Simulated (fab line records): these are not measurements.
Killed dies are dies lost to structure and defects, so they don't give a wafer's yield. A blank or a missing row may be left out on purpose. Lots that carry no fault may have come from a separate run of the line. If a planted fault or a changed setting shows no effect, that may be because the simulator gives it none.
Comparing a struck lot with a sound one + flow n5-finfet + 37 steps out of a route of 1938
Sound: the wafers L239.1, L239.5, L239.6. Struck: wafers L246.2, L246.5, L246.6. The cause comes at the end.
At each step with rows: each side's tool, then ch and its chambers, then its first start. Under that, the readings that differ: sound wafers + struck wafers + difference of the means + sigmas: that difference in standard deviations of wafers without a fault.
alike: a reading whose means differ by less than 2 such deviations, as well as words and numbers matching on both sides. not compared: withheld readings; readings where some wafer has no value; bounds like >300 that might hide an equal value; numbers whose values overlap and for which the record gives no deviation.
The two part at a step that has a row with sigmas, a row that says differs or no value, or rows on one side only. Non-overlapping numbers with no deviation appear without sigmas and do not part them. Lack of a reading on every wafer of one side parts them only where that side has two or more wafers.

first, 9 steps without rows for these wafers: N5_GATE_CUT_COAT_35 (time 60 s, resist thk 10 nm); N5_GATE_CUT_COAT_27 (time 60 s, resist thk 10 nm); N5_GATE_CUT_COAT_07 (resist thk 30 nm); N5_GATE_CUT_EBR_09; N5_GATE_CUT_SOFTBAKE_08 (time 60 s); N5_GATE_CUT_EXPOSE_10 (exposes mask GATE CUT, target cd 20 nm); N5_GATE_CUT_PEB_11 (peb time 60 s); N5_GATE_CUT_DEVELOP_12 (develop time 30 s); N5_GATE_CUT_DESCUM_18 (chemistry O2, time 7 s).
N5_GATE_CUT_ETCH_28: etches underlayer in N2/H2, target depth 13 nm, time 10.4 s.
  sound on rie-diel-01 ch 0,3, day 4 23:38; struck on rie-diel-01 ch 1,2,3, day 6 21:17
  alike: drypump-motor-current-A, etch-rf-on-time-s, h2-flow-sccm, oes-product-au, rf-vpp-V, showerhead-plenum-p-Torr, throttle-valve-pct
  not compared: rf-hours-counter-h
then, 26 steps without rows for these wafers: N5_GATE_CUT_ETCH_36 (etches SiARC in CF4, target depth 13 nm, time 21.7 s); N5_GATE_CUT_ETCH_37 (etches SOC in N2/H2, target depth 60 nm, overetch 12 nm, time 90 s); N5_GATE_CUT_STRIP_38 (strips in N2/H2); N5_GATE_CUT_STRIP_39 (strips in N2/H2); N5_GATE_CUT_HM_OPEN_40 (chemistry C4F6/O2, target SiO2, target depth 139 nm, time 85.1 s); N5_GATE_CUT_STRIP_41 (strips in CF4); N5_GATE_CUT_STRIP_42 (strips in O2); N5_GATE_CUT_ETCH_19 (etches SiNx in CH3F/O2, target depth 53.7 nm, time 76.7 s); N5_GATE_CUT_CUT_ETCH_53 (etches W in SF6/Cl2, target depth 79.2 nm); N5_GATE_CUT_CUT_ETCH_54 (etches TiN in Cl2/BCl3, target depth 96.7 nm); N5_GATE_CUT_CUT_ETCH_55 (etches HfO2 in BCl3, target depth 3.2 nm); N5_GATE_CUT_ETCH_47 (etches SiO2 in Cl2/BCl3, target depth 10 nm); N5_GATE_CUT_VAPOR_ETCH_48 (etches TiN in BCl3/Cl2); N5_GATE_CUT_VAPOR_ETCH_49 (etches TiAlC in BCl3/Cl2); N5_GATE_CUT_VAPOR_ETCH_51 (etches HfO2 in BCl3/Cl2); N5_GATE_CUT_STRIP_21 (strips in N2/H2, time 30 s); N5_GATE_CUT_STRIP_29 (strips in post etch residue remover, time 60 s); N5_GATE_CUT_SRD_52 (time 30 s); N5_GATE_CUT_ALD_22 (deposits SiNx, target thk 16 nm, pulse time 1 s, ald cycles 320); N5_GATE_CUT_CMP_23 (polishes, stops on SiO2, t overpolish 23.4 s, target thk 16 nm); N5_GATE_CUT_CMP_43 (polishes SiO2); N5_GATE_CUT_CMP_61 (polishes, stops on SiNx, t overpolish 3 s); N5_MOL_CONTACT_COAG_COAT_103 (time 60 s, resist thk 80 nm); N5_MOL_CONTACT_COAG_COAT_104 (time 60 s, resist thk 12 nm); N5_MOL_CONTACT_COAG_COAT_58 (time 60 s, resist thk 10 nm); N5_MOL_CONTACT_COAG_COAT_02 (resist thk 30 nm).
-- here the record skips 8 days between the struck wafers' starts before and after, leaving off in module MOL_CONTACT_COAG and picking up in module PASSIVATION (first step shown: number 1936 of the route) --
N5_PASSIVATION_PROBE_49:
  struck on prober-01, day 15 01:06; sound on prober-02, day 13 10:12
| reading                  | sound          | struck         | difference | sigmas |
|--------------------------|----------------|----------------|------------|--------|
| defect-limited-yield (%) | 91.1 91.4 90.5 | 82.5 83.1 89.8 | -5.9       | -4     |
| killed_at_M0_to_M3       | 39 44 44       | 13 27 17       | -23        | -2     |
| killed-at-front-end      | 36 30 43       | 181 158 72     | +101       | +7     |
| killed-dies              | 105 101 112    | 207 199 120    | +69        | +4     |
| killed-short             | 38 34 35       | 17 15 20       | -18        | -2     |
| sort_bin_5_function (%)  | 4.5 5.2 6.0    | 10.6 10.2 6.2  | +3.8       | +4     |
| sort-n-pass              | 1075 1079 1068 | 973 981 1060   | -69        | -4     |
| sort-yield-pct (%)       | 91.1 91.4 90.5 | 82.5 83.1 89.8 | -5.9       | -4     |
  alike: killed_at_M4_up, killed-at-contacts, killed-at-other, killed-open, sort_bin_6_memory

## WHERE THEY PART
Within this record, at N5_PASSIVATION_PROBE_49 only.

WHY: whatever the simulator had introduced
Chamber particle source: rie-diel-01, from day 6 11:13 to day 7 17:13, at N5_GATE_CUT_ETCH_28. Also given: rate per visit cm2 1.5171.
